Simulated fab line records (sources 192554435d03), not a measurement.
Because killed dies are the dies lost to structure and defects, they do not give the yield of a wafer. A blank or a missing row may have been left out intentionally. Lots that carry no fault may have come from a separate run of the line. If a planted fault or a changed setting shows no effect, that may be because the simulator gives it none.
fab line records ; flow n5Finfet
record: lots: 24; wafers: 72; lastDay: 17
route steps=1938 shown BEOL_M3@966
lots that met no fault: taken from a fault-free run of the same line
startH: hours from the record's opening day to when the first of the lot's shown wafers began ; waitH: hours since the lot's step before ; " repeats the value in the row above ; L1.1+2: a row that stands for several wafers ; - value missing, or start not given ; * or withheld: withheld ; < > ~ a bound
route shown NAME@n: a module of which the file shows steps, and the number in the route of the first ; usual: the fault-free wafers' mean and standard deviation ; same: alike in all rows ; chamber/n: place in a boat ; sites: readings site by site ; _std_site: standard deviation of those values ; _edge_site: outer sites' mean less inner sites' ; radiusMm: for every site, how far away it sits from the centre of the wafer ; mask NAME#n: copy n ; behind: the most recent tool/chamber to have shaped the wafer ; hold: why the lot went on hold/how many hours it stayed there/how the hold came to an end ; device: whichever transistor did not switch (one of n, p or np) ; end of line: the route-end tests of the same wafers ; where a step has no rows: the recipe by itself ; killed: not the wafer's yield, but the dies lost to structure and defects at the first sort ; map: dies across one wafer; x = killed, . = not, _ = none there
set.NAME: the run value of the setting; set.NAME@STEP: its run value at that earlier step ; model.NAME: the simulator's own value behind a step, which no gauge read
one table for each step of the route and one row for each wafer, over a sample of lots
services: the hour from which a tool's chamber was out of use, counted from the record's first day as startH (under 0 if before that day), plus the number of hours and why
== steps ==
step: N5_BEOL_M3_CD_MEAS_28
recipe: targetCdNm: 25.7; landingEnergyEv: 500; detector: seInlens; targetCdYNm: 23.3; polarity: opening
usual: cdNm: 25.66/0.23
lot.wafer;tool;chamber;startH;waitH;cdNm
L074.4;cdSem-02;0;137.22;-;25.75
L074.5;cdSem-02;0;137.22;-;25.90
L074.6;cdSem-02;0;137.22;-;25.65
L075.1;cdSem-01;0;150.17;-;25.78
L075.3;cdSem-01;0;150.17;-;25.09
L075.6;cdSem-01;0;150.17;-;25.71
L076.1;cdSem-01;0;156.77;-;25.46
L076.3;cdSem-01;0;156.77;-;25.54
L076.5;cdSem-01;0;156.77;-;25.77
L077.1;cdSem-03;0;157.73;-;25.81
L077.2;cdSem-03;0;157.73;-;25.77
L077.5;cdSem-03;0;157.73;-;25.40
L078.1;cdSem-01;0;173.65;-;25.10
L078.3;cdSem-01;0;173.65;-;26.05
L078.5;cdSem-01;0;173.65;-;25.49
L079.2;cdSem-01;0;176.70;-;25.34
L079.4;cdSem-01;0;176.70;-;25.77
L079.5;cdSem-01;0;176.70;-;25.39
L080.1;cdSem-03;0;178.49;-;25.59
L080.4;cdSem-03;0;178.49;-;25.56
L080.6;cdSem-03;0;178.49;-;25.76
L081.3;cdSem-03;0;185.15;-;25.47
L081.4;cdSem-03;0;185.15;-;25.85
L081.5;cdSem-03;0;185.15;-;25.48
L082.2;cdSem-03;0;197.69;-;25.62
L082.3;cdSem-03;0;197.69;-;25.40
L082.6;cdSem-03;0;197.69;-;25.37
L083.3;cdSem-03;0;206.43;-;25.73
L083.4;cdSem-03;0;206.43;-;25.64
L083.5;cdSem-03;0;206.43;-;25.68
L084.4;cdSem-01;0;209.45;-;25.46
L084.5;cdSem-01;0;209.45;-;25.69
L084.6;cdSem-01;0;209.45;-;25.61
L085.2;cdSem-01;0;210.53;-;25.88
L085.4;cdSem-01;0;210.53;-;26.03
L085.5;cdSem-01;0;210.53;-;25.29
L086.1;cdSem-01;0;219.88;-;25.93
L086.2;cdSem-01;0;219.88;-;26.07
L086.6;cdSem-01;0;219.88;-;25.95
L087.1;cdSem-03;0;220.06;-;25.58
L087.2;cdSem-03;0;220.06;-;25.54
L087.3;cdSem-03;0;220.06;-;25.55
L088.1;cdSem-02;0;229.13;-;25.63
L088.4;cdSem-02;0;229.13;-;25.57
L088.5;cdSem-02;0;229.13;-;26.01
L089.1;cdSem-03;0;233.21;-;25.87
L089.3;cdSem-03;0;233.21;-;26.13
L089.6;cdSem-03;0;233.21;-;25.97
L090.3;cdSem-03;0;247.29;-;25.78
L090.4;cdSem-03;0;247.29;-;25.61
L090.6;cdSem-03;0;247.29;-;25.67
L091.1;cdSem-03;0;254.71;-;25.35
L091.2;cdSem-03;0;254.71;-;26.01
L091.6;cdSem-03;0;254.71;-;25.29
L092.1;cdSem-01;0;261.67;-;25.73
L092.2;cdSem-01;0;261.67;-;25.32
L092.3;cdSem-01;0;261.67;-;25.46
L093.3;cdSem-03;0;263.00;-;25.75
L093.4;cdSem-03;0;263.00;-;25.61
L093.6;cdSem-03;0;263.00;-;25.70
L094.1;cdSem-03;0;267.27;-;25.75
L094.4;cdSem-03;0;267.27;-;25.90
L094.6;cdSem-03;0;267.27;-;25.87
L095.1;cdSem-03;0;269.61;-;25.67
L095.4;cdSem-03;0;269.61;-;26.04
L095.5;cdSem-03;0;269.61;-;25.69
L097.2;cdSem-01;0;279.90;-;25.95
L097.3;cdSem-01;0;279.90;-;25.87
L097.6;cdSem-01;0;279.90;-;25.41
L096.3;cdSem-02;0;288.32;-;25.69
L096.4;cdSem-02;0;288.32;-;25.81
L096.6;cdSem-02;0;288.32;-;26.11
step: N5_BEOL_M3_DESCUM_33
recipe: chemistry: O2; timeS: 7; sourcePowerW: 50; biasPowerW: 20; pressureMtorr: 20; rfFrequencyHz: 2.712e+07; tempC: 40; resist: CAR-EUV; o2FlowSccm: 225
usual: drypumpMotorCurrentA: 5.7/0.44; oesProductAu: 0.81/0.098; rfVppV: 242.8/1.2; showerheadPlenumPTorr: 2.08/0.058; tempC: 40.00/0.12; throttleValvePct: 20.34/0.13
lot.wafer;tool;chamber;startH;waitH;drypumpMotorCurrentA;oesProductAu;rfHoursCounterH;rfVppV;showerheadPlenumPTorr;tempC;throttleValvePct
L074.4;rieDiel-06;3;137.35;0.0;5.9;0.88;-;241.4;2.05;40.08;20.17
L074.5;rieDiel-06;3;137.35;0.0;5.9;0.87;-;242.2;2.05;40.15;20.18
L074.6;rieDiel-06;2;137.35;0.0;5.6;0.70;-;244.3;2.07;40.04;20.19
L075.1;rieDiel-02;2;150.29;0.0;6.0;0.98;5;242.1;2.06;40.09;20.41
L075.3;rieDiel-02;3;150.29;0.0;5.6;0.70;198;243.9;2.16;40.07;20.44
L075.6;rieDiel-02;3;150.29;0.0;5.6;0.71;-;244.2;2.16;40.05;20.44
L076.1;rieDiel-02;3;157.05;0.2;5.6;0.70;201;244.4;2.16;40.13;20.43
L076.3;rieDiel-02;2;157.05;0.2;6.0;0.99;8;241.6;2.06;40.24;20.43
L076.5;rieDiel-02;2;157.05;0.2;6.0;0.98;-;242.8;2.06;40.04;20.44
L077.1;rieDiel-02;0;157.85;0.0;5.9;0.72;214;241.6;2.07;39.89;20.47
L077.2;rieDiel-02;2;157.85;0.0;6.0;0.98;8;241.7;2.06;39.93;20.42
L077.5;rieDiel-02;0;157.85;0.0;6.0;0.73;-;243.1;2.07;39.99;20.46
L078.1;rieDiel-01;3;173.77;0.0;4.7;0.83;89;240.8;2.03;40.18;20.24
L078.3;rieDiel-01;0;173.77;0.0;5.7;0.76;146;243.8;2.18;40.00;20.56
L078.5;rieDiel-01;0;173.77;0.0;5.7;0.75;-;244.3;2.18;40.10;20.57
L079.2;rieDiel-06;3;177.12;0.3;5.9;0.85;51;241.9;2.04;39.90;20.19
L079.4;rieDiel-06;2;177.12;0.3;5.6;0.70;216;243.2;2.07;39.95;20.21
L079.5;rieDiel-06;3;177.12;0.3;5.9;0.85;-;242.0;2.04;39.80;20.20
L080.1;rieDiel-01;2;179.15;0.6;5.0;0.82;74;239.5;2.04;39.97;20.24
L080.4;rieDiel-01;0;179.15;0.6;5.7;0.75;149;243.2;2.18;39.81;20.56
L080.6;rieDiel-01;1;179.15;0.6;5.8;0.75;-;241.3;2.01;39.77;20.12
L081.3;rieDiel-02;3;185.27;0.0;5.5;0.69;209;243.6;2.16;39.82;20.44
L081.4;rieDiel-02;0;185.27;0.0;5.9;0.71;223;242.1;2.07;40.12;20.49
L081.5;rieDiel-02;3;185.27;0.0;5.6;0.68;-;245.1;2.16;39.98;20.44
L082.2;rieDiel-06;2;197.82;0.0;5.7;0.70;223;241.4;2.07;39.71;20.21
L082.3;rieDiel-06;0;197.82;0.0;5.8;0.94;18;243.1;2.06;39.94;20.21
L082.6;rieDiel-06;0;197.82;0.0;5.8;0.94;-;242.1;2.06;40.20;20.18
L083.3;rieDiel-02;2;206.66;0.1;6.0;0.94;22;244.4;2.06;39.99;20.44
L083.4;rieDiel-02;0;206.66;0.1;5.9;0.70;229;242.2;2.06;40.03;20.52
L083.5;rieDiel-02;3;206.66;0.1;5.6;0.69;-;243.3;2.16;40.13;20.47
L084.4;rieDiel-06;2;209.67;0.1;5.7;0.69;226;243.9;2.07;39.99;20.23
L084.5;rieDiel-06;3;209.67;0.1;5.9;0.83;-;243.1;2.04;40.02;20.22
L084.6;rieDiel-06;0;209.67;0.1;5.8;0.94;-;241.4;2.06;39.97;20.20
L085.2;rieDiel-02;2;210.65;0.0;6.0;0.92;24;241.6;2.06;40.07;20.43
L085.4;rieDiel-02;0;210.65;0.0;5.9;0.71;230;242.0;2.06;39.94;20.50
L085.5;rieDiel-02;2;210.65;0.0;6.0;0.93;-;243.0;2.06;40.08;20.45
L086.1;rieDiel-06;0;220.67;0.7;5.8;0.92;26;243.2;2.06;40.17;20.21
L086.2;rieDiel-06;2;220.67;0.7;5.6;0.69;231;241.6;2.06;40.02;20.24
L086.6;rieDiel-06;0;220.67;0.7;5.8;0.93;-;242.1;2.06;39.95;20.20
L087.1;rieDiel-01;0;220.75;0.6;5.8;0.74;160;245.1;2.18;39.94;20.58
L087.2;rieDiel-01;2;220.75;0.6;4.9;0.81;85;242.1;2.04;40.07;20.26
L087.3;rieDiel-01;3;220.75;0.6;4.7;0.81;103;242.0;2.03;40.01;20.28
L088.1;rieDiel-02;0;230.16;0.9;5.9;0.71;231;243.1;2.06;40.01;20.49
L088.4;rieDiel-02;1;230.16;0.9;6.1;0.95;14;241.6;2.05;39.98;20.28
L088.5;rieDiel-02;2;230.16;0.9;6.0;0.93;-;242.1;2.06;39.92;20.43
L089.1;rieDiel-02;1;233.33;0.0;6.0;0.94;15;242.0;2.05;39.87;20.25
L089.3;rieDiel-02;3;233.33;0.0;5.6;0.68;219;245.0;2.16;40.00;20.46
L089.6;rieDiel-02;3;233.33;0.0;5.5;0.69;-;243.8;2.16;40.19;20.48
L090.3;rieDiel-02;0;247.41;0.0;5.9;0.70;237;243.8;2.06;39.95;20.51
L090.4;rieDiel-02;3;247.41;0.0;5.6;0.69;222;244.8;2.15;39.92;20.47
L090.6;rieDiel-02;2;247.41;0.0;6.0;0.91;-;241.5;2.05;40.06;20.45
L091.1;rieDiel-06;0;254.84;0.0;5.8;0.91;39;242.0;2.05;40.09;20.22
L091.2;rieDiel-06;1;254.84;0.0;6.6;0.85;70;244.4;2.20;39.93;20.40
L091.6;rieDiel-06;3;254.84;0.0;5.9;0.82;-;242.1;2.03;39.91;20.24
L092.1;rieDiel-06;1;261.79;0.0;6.6;0.84;73;243.1;2.20;39.89;20.42
L092.2;rieDiel-06;0;261.79;0.0;5.8;0.89;41;242.0;2.05;39.83;20.22
L092.3;rieDiel-06;2;261.79;0.0;5.6;0.68;245;242.6;2.06;40.18;20.25
L093.3;rieDiel-06;1;263.12;0.0;6.6;0.84;73;244.1;2.20;39.95;20.42
L093.4;rieDiel-06;0;263.12;0.0;5.8;0.89;42;243.0;2.05;39.83;20.21
L093.6;rieDiel-06;2;263.12;0.0;5.6;0.67;-;243.2;2.06;39.89;20.24
L094.1;rieDiel-01;3;267.39;0.0;4.7;0.79;119;241.9;2.02;40.08;20.28
L094.4;rieDiel-01;1;267.39;0.0;5.8;0.73;176;241.5;2.00;40.16;20.14
L094.6;rieDiel-01;0;267.39;0.0;5.8;0.72;-;246.1;2.17;40.03;20.61
L095.1;rieDiel-01;0;269.74;0.0;5.7;0.73;177;244.0;2.17;40.09;20.63
L095.4;rieDiel-01;2;269.74;0.0;4.9;0.79;102;241.5;2.03;40.07;20.29
L095.5;rieDiel-01;0;269.74;0.0;5.8;0.73;-;243.2;2.17;40.10;20.61
L097.2;rieDiel-01;2;280.25;0.3;5.0;0.78;106;241.6;2.03;39.98;20.30
L097.3;rieDiel-01;1;280.25;0.3;5.7;0.72;182;240.7;2.00;39.78;20.18
L097.6;rieDiel-01;0;280.25;0.3;5.7;0.72;-;245.4;2.17;40.09;20.62
L096.3;rieDiel-01;0;288.44;0.0;5.7;0.72;185;243.9;2.17;40.14;20.61
L096.4;rieDiel-01;3;288.44;0.0;4.7;0.78;126;243.3;2.02;40.07;20.31
L096.6;rieDiel-01;2;288.44;0.0;4.9;0.78;-;242.0;2.03;40.01;20.31
step: N5_BEOL_M3_ANNEAL_89
recipe: tempC: 400; timeS: 240; ambient: vacuum
usual: heaterPowerW: 876/73
lot.wafer;tool;chamber;startH;waitH;heaterPowerW
L074.4;pvdSputter-01;-;143.52;0.0;851
L074.5;pvdSputter-01;-;143.52;0.0;862
L074.6;pvdSputter-01;-;143.52;0.0;845
L075.1;pvdSputter-02;-;154.92;0.0;800
L075.3;pvdSputter-02;-;154.92;0.0;930
L075.6;pvdSputter-02;-;154.92;0.0;919
L077.1;pvdSputter-02;-;166.35;0.0;1056
L077.2;pvdSputter-02;-;166.35;0.0;782
L077.5;pvdSputter-02;-;166.35;0.0;903
L076.1;pvdSputter-01;-;166.85;0.0;839
L076.3;pvdSputter-01;-;166.85;0.0;870
L076.5;pvdSputter-01;-;166.85;0.0;832
L078.1;pvdSputter-03;-;180.87;0.0;797
L078.3;pvdSputter-03;-;180.87;0.0;843
L078.5;pvdSputter-03;-;180.87;0.0;825
L080.1;pvdSputter-01;-;184.94;0.0;857
L080.4;pvdSputter-01;-;184.94;0.0;887
L080.6;pvdSputter-01;-;184.94;0.0;830
L079.2;pvdSputter-01;-;186.88;0.0;852
L079.4;pvdSputter-01;-;186.88;0.0;836
L079.5;pvdSputter-01;-;186.88;0.0;850
L081.3;pvdSputter-02;-;193.97;0.0;1067
L081.4;pvdSputter-02;-;193.97;0.0;905
L081.5;pvdSputter-02;-;193.97;0.0;829
L082.2;pvdSputter-03;-;201.75;0.0;815
L082.3;pvdSputter-03;-;201.75;0.0;848
L082.6;pvdSputter-03;-;201.75;0.0;821
L083.3;pvdSputter-02;-;216.92;0.0;848
L083.4;pvdSputter-02;-;216.92;0.0;797
L083.5;pvdSputter-02;-;216.92;0.0;1079
L084.4;pvdSputter-03;-;218.09;0.0;806
L084.5;pvdSputter-03;-;218.09;0.0;823
L084.6;pvdSputter-03;-;218.09;0.0;802
L085.2;pvdSputter-01;-;220.27;0.0;840
L085.4;pvdSputter-01;-;220.27;0.0;850
L085.5;pvdSputter-01;-;220.27;0.0;850
L086.1;pvdSputter-01;-;223.27;0.0;865
L086.2;pvdSputter-01;-;223.27;0.0;838
L086.6;pvdSputter-01;-;223.27;0.0;850
L087.1;pvdSputter-01;-;225.11;0.0;897
L087.2;pvdSputter-01;-;225.11;0.0;830
L087.3;pvdSputter-01;-;225.11;0.0;836
L088.1;pvdSputter-01;-;233.56;0.0;858
L088.4;pvdSputter-01;-;233.56;0.0;848
L088.5;pvdSputter-01;-;233.56;0.0;842
L089.1;pvdSputter-01;-;247.83;0.0;890
L089.3;pvdSputter-01;-;247.83;0.0;873
L089.6;pvdSputter-01;-;247.83;0.0;867
L090.3;pvdSputter-03;-;250.85;0.0;943
L090.4;pvdSputter-03;-;250.85;0.0;817
L090.6;pvdSputter-03;-;250.85;0.0;882
L091.1;pvdSputter-01;-;258.87;0.0;845
L091.2;pvdSputter-01;-;258.87;0.0;837
L091.6;pvdSputter-01;-;258.87;0.0;887
L092.1;pvdSputter-02;-;267.23;0.0;794
L092.2;pvdSputter-02;-;267.23;0.0;955
L092.3;pvdSputter-02;-;267.23;0.0;871
L093.3;pvdSputter-02;-;275.11;0.0;790
L093.4;pvdSputter-02;-;275.11;0.0;1065
L093.6;pvdSputter-02;-;275.11;0.0;793
L094.1;pvdSputter-01;-;276.64;0.0;863
L094.4;pvdSputter-01;-;276.64;0.0;843
L094.6;pvdSputter-01;-;276.64;0.0;901
L095.1;pvdSputter-02;-;277.92;0.0;1105
L095.4;pvdSputter-02;-;277.92;0.0;890
L095.5;pvdSputter-02;-;277.92;0.0;859
L097.2;pvdSputter-02;-;288.25;0.0;861
L097.3;pvdSputter-02;-;288.25;0.0;779
L097.6;pvdSputter-02;-;288.25;0.0;871
L096.3;pvdSputter-02;-;296.48;0.0;792
L096.4;pvdSputter-02;-;296.48;0.0;1055
L096.6;pvdSputter-02;-;296.48;0.0;777
step: N5_BEOL_M3_ANNEAL_95
recipe: tempC: 400; timeS: 240; ambient: vacuum
usual: heaterPowerW: 877/73
lot.wafer;tool;chamber;startH;waitH;heaterPowerW
L074.4;pvdSputter-01;-;144.18;0.0;842
L074.5;pvdSputter-01;-;144.18;0.0;845
L074.6;pvdSputter-01;-;144.18;0.0;839
L075.1;pvdSputter-02;-;155.58;0.0;792
L075.3;pvdSputter-02;-;155.58;0.0;928
L075.6;pvdSputter-02;-;155.58;0.0;903
L077.1;pvdSputter-02;-;167.01;0.0;1067
L077.2;pvdSputter-02;-;167.01;0.0;791
L077.5;pvdSputter-02;-;167.01;0.0;900
L076.1;pvdSputter-01;-;167.57;0.0;839
L076.3;pvdSputter-01;-;167.57;0.0;832
L076.5;pvdSputter-01;-;167.57;0.0;877
L078.1;pvdSputter-03;-;181.53;0.0;806
L078.3;pvdSputter-03;-;181.53;0.0;861
L078.5;pvdSputter-03;-;181.53;0.0;812
L080.1;pvdSputter-01;-;185.60;0.0;845
L080.4;pvdSputter-01;-;185.60;0.0;880
L080.6;pvdSputter-01;-;185.60;0.0;852
L079.2;pvdSputter-01;-;187.54;0.0;872
L079.4;pvdSputter-01;-;187.54;0.0;851
L079.5;pvdSputter-01;-;187.54;0.0;853
L081.3;pvdSputter-02;-;194.63;0.0;1073
L081.4;pvdSputter-02;-;194.63;0.0;905
L081.5;pvdSputter-02;-;194.63;0.0;858
L082.2;pvdSputter-03;-;202.41;0.0;787
L082.3;pvdSputter-03;-;202.41;0.0;869
L082.6;pvdSputter-03;-;202.41;0.0;819
L083.3;pvdSputter-02;-;217.58;0.0;856
L083.4;pvdSputter-02;-;217.58;0.0;803
L083.5;pvdSputter-02;-;217.58;0.0;1120
L084.4;pvdSputter-03;-;218.75;0.0;806
L084.5;pvdSputter-03;-;218.75;0.0;850
L084.6;pvdSputter-03;-;218.75;0.0;820
L085.2;pvdSputter-01;-;220.93;0.0;830
L085.4;pvdSputter-01;-;220.93;0.0;838
L085.5;pvdSputter-01;-;220.93;0.0;854
L086.1;pvdSputter-01;-;223.93;0.0;886
L086.2;pvdSputter-01;-;223.93;0.0;864
L086.6;pvdSputter-01;-;223.93;0.0;849
L087.1;pvdSputter-01;-;225.77;0.0;877
L087.2;pvdSputter-01;-;225.77;0.0;853
L087.3;pvdSputter-01;-;225.77;0.0;843
L088.1;pvdSputter-01;-;234.22;0.0;848
L088.4;pvdSputter-01;-;234.22;0.0;859
L088.5;pvdSputter-01;-;234.22;0.0;847
L089.1;pvdSputter-01;-;248.49;0.0;879
L089.3;pvdSputter-01;-;248.49;0.0;858
L089.6;pvdSputter-01;-;248.49;0.0;890
L090.3;pvdSputter-03;-;251.51;0.0;927
L090.4;pvdSputter-03;-;251.51;0.0;820
L090.6;pvdSputter-03;-;251.51;0.0;851
L091.1;pvdSputter-01;-;259.53;0.0;826
L091.2;pvdSputter-01;-;259.53;0.0;861
L091.6;pvdSputter-01;-;259.53;0.0;892
L092.1;pvdSputter-02;-;267.89;0.0;809
L092.2;pvdSputter-02;-;267.89;0.0;923
L092.3;pvdSputter-02;-;267.89;0.0;881
L093.3;pvdSputter-02;-;275.77;0.0;784
L093.4;pvdSputter-02;-;275.77;0.0;1075
L093.6;pvdSputter-02;-;275.77;0.0;789
L095.1;pvdSputter-02;-;278.58;0.0;1067
L095.4;pvdSputter-02;-;278.58;0.0;854
L095.5;pvdSputter-02;-;278.58;0.0;864
L097.2;pvdSputter-02;-;288.91;0.0;867
L097.3;pvdSputter-02;-;288.91;0.0;783
L097.6;pvdSputter-02;-;288.91;0.0;867
L094.1;pvdSputter-01;-;289.10;11.8;873
L094.4;pvdSputter-01;-;289.10;11.8;857
L094.6;pvdSputter-01;-;289.10;11.8;877
L096.3;pvdSputter-02;-;297.14;0.0;821
L096.4;pvdSputter-02;-;297.14;0.0;1061
L096.6;pvdSputter-02;-;297.14;0.0;789
step: N5_BEOL_M3_PRE_CLEAN_60
recipe: gas: NH3/H2; timeS: 15; tempC: *; rfPowerW: 300
usual: heaterPowerW: 86/20
lot.wafer;tool;chamber;startH;waitH;heaterPowerW
L074.4;cvdCo-02;2;145.44;0.1;66
L074.5;cvdCo-02;0;145.44;0.1;112
L074.6;cvdCo-02;1;145.44;0.1;69
L075.1;cvdCo-01;1;157.19;0.0;110
L075.3;cvdCo-01;0;157.19;0.0;69
L075.6;cvdCo-01;1;157.19;0.0;110
L077.1;cvdCo-01;1;167.99;0.0;113
L077.2;cvdCo-01;0;167.99;0.0;70
L077.5;cvdCo-01;1;167.99;0.0;110
L076.1;cvdCo-01;2;168.55;0.0;75
L076.3;cvdCo-01;1;168.55;0.0;111
L076.5;cvdCo-01;2;168.55;0.0;76
L078.1;cvdCo-01;2;182.64;0.0;79
L078.3;cvdCo-01;0;182.64;0.0;71
L078.5;cvdCo-01;1;182.64;0.0;113
L080.1;cvdCo-02;0;186.58;0.0;111
L080.4;cvdCo-02;1;186.58;0.0;67
L080.6;cvdCo-02;0;186.58;0.0;114
L079.2;cvdCo-02;1;189.02;0.0;70
L079.4;cvdCo-02;1;189.02;0.0;70
L079.5;cvdCo-02;2;189.02;0.0;64
L081.3;cvdCo-01;0;195.61;0.0;69
L081.4;cvdCo-01;1;195.61;0.0;111
L081.5;cvdCo-01;2;195.61;0.0;78
L082.2;cvdCo-02;1;203.37;0.0;66
L082.3;cvdCo-02;2;203.37;0.0;65
L082.6;cvdCo-02;1;203.37;0.0;68
L083.3;cvdCo-01;1;218.54;0.0;115
L083.4;cvdCo-01;2;218.54;0.0;78
L083.5;cvdCo-01;0;218.54;0.0;71
L084.4;cvdCo-01;1;219.81;0.1;112
L084.5;cvdCo-01;0;219.81;0.1;70
L084.6;cvdCo-01;2;219.81;0.1;75
L085.2;cvdCo-01;0;221.89;0.0;72
L085.4;cvdCo-01;1;221.89;0.0;110
L085.5;cvdCo-01;2;221.89;0.0;79
L086.1;cvdCo-01;1;224.89;0.0;111
L086.2;cvdCo-01;2;224.89;0.0;78
L086.6;cvdCo-01;2;224.89;0.0;79
L087.1;cvdCo-02;1;226.82;0.0;68
L087.2;cvdCo-02;2;226.82;0.0;67
L087.3;cvdCo-02;0;226.82;0.0;115
L088.1;cvdCo-01;1;235.18;0.0;114
L088.4;cvdCo-01;1;235.18;0.0;113
L088.5;cvdCo-01;2;235.18;0.0;80
L089.1;cvdCo-02;2;249.87;0.1;67
L089.3;cvdCo-02;1;249.87;0.1;68
L089.6;cvdCo-02;2;249.87;0.1;66
L090.3;cvdCo-01;1;252.63;0.0;113
L090.4;cvdCo-01;1;252.63;0.0;111
L090.6;cvdCo-01;0;252.63;0.0;71
L091.1;cvdCo-01;0;260.73;0.3;72
L091.2;cvdCo-01;1;260.73;0.3;112
L091.6;cvdCo-01;1;260.73;0.3;115
L092.1;cvdCo-01;0;269.06;0.2;74
L092.2;cvdCo-01;1;269.06;0.2;113
L092.3;cvdCo-01;2;269.06;0.2;78
L093.3;cvdCo-01;2;276.94;0.2;78
L093.4;cvdCo-01;2;276.94;0.2;80
L093.6;cvdCo-01;1;276.94;0.2;109
L095.1;cvdCo-01;0;279.56;0.0;70
L095.4;cvdCo-01;1;279.56;0.0;113
L095.5;cvdCo-01;2;279.56;0.0;77
L097.2;cvdCo-02;0;290.11;0.1;117
L097.3;cvdCo-02;1;290.11;0.1;69
L097.6;cvdCo-02;2;290.11;0.1;67
L094.1;cvdCo-01;0;290.38;0.1;72
L094.4;cvdCo-01;2;290.38;0.1;78
L094.6;cvdCo-01;0;290.38;0.1;71
L096.3;cvdCo-02;1;298.10;0.0;70
L096.4;cvdCo-02;2;298.10;0.0;66
L096.6;cvdCo-02;0;298.10;0.0;113
step: N5_BEOL_M3_INSPECT_59
recipe: inspectInstrument: darkfield; mode: postDep
usual: rawDefectCount: 74/21
lot.wafer;tool;chamber;startH;waitH;rawDefectCount
L074.4;defectInspect-02;-;145.67;0.0;70
L074.5;defectInspect-02;-;145.67;0.0;72
L074.6;defectInspect-02;-;145.67;0.0;58
L075.1;defectInspect-02;-;157.44;0.0;73
L075.3;defectInspect-02;-;157.44;0.0;82
L075.6;defectInspect-02;-;157.44;0.0;62
L077.1;defectInspect-02;-;168.24;0.0;93
L077.2;defectInspect-02;-;168.24;0.0;102
L077.5;defectInspect-02;-;168.24;0.0;89
L076.1;defectInspect-02;-;168.80;0.0;46
L076.3;defectInspect-02;-;168.80;0.0;68
L076.5;defectInspect-02;-;168.80;0.0;50
L078.1;defectInspect-02;-;182.89;0.0;44
L078.3;defectInspect-02;-;182.89;0.0;54
L078.5;defectInspect-02;-;182.89;0.0;38
L080.1;defectInspect-02;-;186.83;0.0;86
L080.4;defectInspect-02;-;186.83;0.0;91
L080.6;defectInspect-02;-;186.83;0.0;95
L079.2;defectInspect-02;-;189.27;0.0;92
L079.4;defectInspect-02;-;189.27;0.0;58
L079.5;defectInspect-02;-;189.27;0.0;80
L081.3;defectInspect-02;-;195.89;0.0;54
L081.4;defectInspect-02;-;195.89;0.0;100
L081.5;defectInspect-02;-;195.89;0.0;106
L082.2;defectInspect-01;-;203.65;0.0;109
L082.3;defectInspect-01;-;203.65;0.0;72
L082.6;defectInspect-01;-;203.65;0.0;81
L083.3;defectInspect-02;-;218.82;0.0;48
L083.4;defectInspect-02;-;218.82;0.0;70
L083.5;defectInspect-02;-;218.82;0.0;116
L084.4;defectInspect-02;-;220.07;0.0;85
L084.5;defectInspect-02;-;220.07;0.0;60
L084.6;defectInspect-02;-;220.07;0.0;84
L085.2;defectInspect-01;-;222.14;0.0;59
L085.4;defectInspect-01;-;222.14;0.0;71
L085.5;defectInspect-01;-;222.14;0.0;100
L086.1;defectInspect-02;-;225.14;0.0;109
L086.2;defectInspect-02;-;225.14;0.0;83
L086.6;defectInspect-02;-;225.14;0.0;121
L087.1;defectInspect-01;-;227.10;0.0;95
L087.2;defectInspect-01;-;227.10;0.0;57
L087.3;defectInspect-01;-;227.10;0.0;76
L088.1;defectInspect-01;-;235.43;0.0;85
L088.4;defectInspect-01;-;235.43;0.0;52
L088.5;defectInspect-01;-;235.43;0.0;59
L089.1;defectInspect-02;-;250.13;0.0;77
L089.3;defectInspect-02;-;250.13;0.0;64
L089.6;defectInspect-02;-;250.13;0.0;90
L090.3;defectInspect-02;-;252.88;0.0;105
L090.4;defectInspect-02;-;252.88;0.0;80
L090.6;defectInspect-02;-;252.88;0.0;53
L091.1;defectInspect-01;-;260.98;0.0;51
L091.2;defectInspect-01;-;260.98;0.0;73
L091.6;defectInspect-01;-;260.98;0.0;53
L092.1;defectInspect-01;-;269.34;0.0;100
L092.2;defectInspect-01;-;269.34;0.0;83
L092.3;defectInspect-01;-;269.34;0.0;87
L093.3;defectInspect-01;-;277.19;0.0;70
L093.4;defectInspect-01;-;277.19;0.0;120
L093.6;defectInspect-01;-;277.19;0.0;71
L095.1;defectInspect-01;-;279.81;0.0;62
L095.4;defectInspect-01;-;279.81;0.0;85
L095.5;defectInspect-01;-;279.81;0.0;61
L097.2;defectInspect-02;-;290.36;0.0;58
L097.3;defectInspect-02;-;290.36;0.0;50
L097.6;defectInspect-02;-;290.36;0.0;78
L094.1;defectInspect-02;-;290.63;0.0;100
L094.4;defectInspect-02;-;290.63;0.0;84
L094.6;defectInspect-02;-;290.63;0.0;59
L096.3;defectInspect-02;-;298.36;0.0;54
L096.4;defectInspect-02;-;298.36;0.0;45
L096.6;defectInspect-02;-;298.36;0.0;62
== services ==
tool;chamber;startH;hours;kind
cvdCo-01;1;114.69;-;clean
cvdCo-01;1;114.69;22.0;scheduledDown
cvdCo-01;1;114.69;22.0;ventCycle
rieDiel-06;0;115.84;5.3;repair
rieDiel-06;1;128.14;16.7;repair
rieDiel-02;1;131.21;-;clean
rieDiel-02;1;131.21;-;consumableReplace:focusRing
pvdSputter-03;-;131.77;0.5;repair
rieDiel-02;2;132.32;6.3;repair
pvdSputter-03;-;135.06;2.9;repair
rieDiel-06;2;142.69;23.3;repair
cvdCo-02;1;213.85;10.7;repair
rieDiel-02;-;215.56;14.6;pm
cvdCo-02;-;230.19;6.9;pm
rieDiel-01;-;231.04;0.4;repair
cvdCo-02;-;245.69;0.2;repair
cvdCo-02;0;253.16;4.1;repair
cvdCo-02;-;259.70;28.1;pm
rieDiel-06;-;276.05;14.6;pm
rieDiel-02;-;279.98;0.2;repair
rieDiel-02;0;283.46;-;clean
rieDiel-02;0;283.46;-;consumableReplace:focusRing
rieDiel-02;0;283.46;27.3;scheduledDown
rieDiel-02;0;283.46;27.3;ventCycle
== key ==
fault none
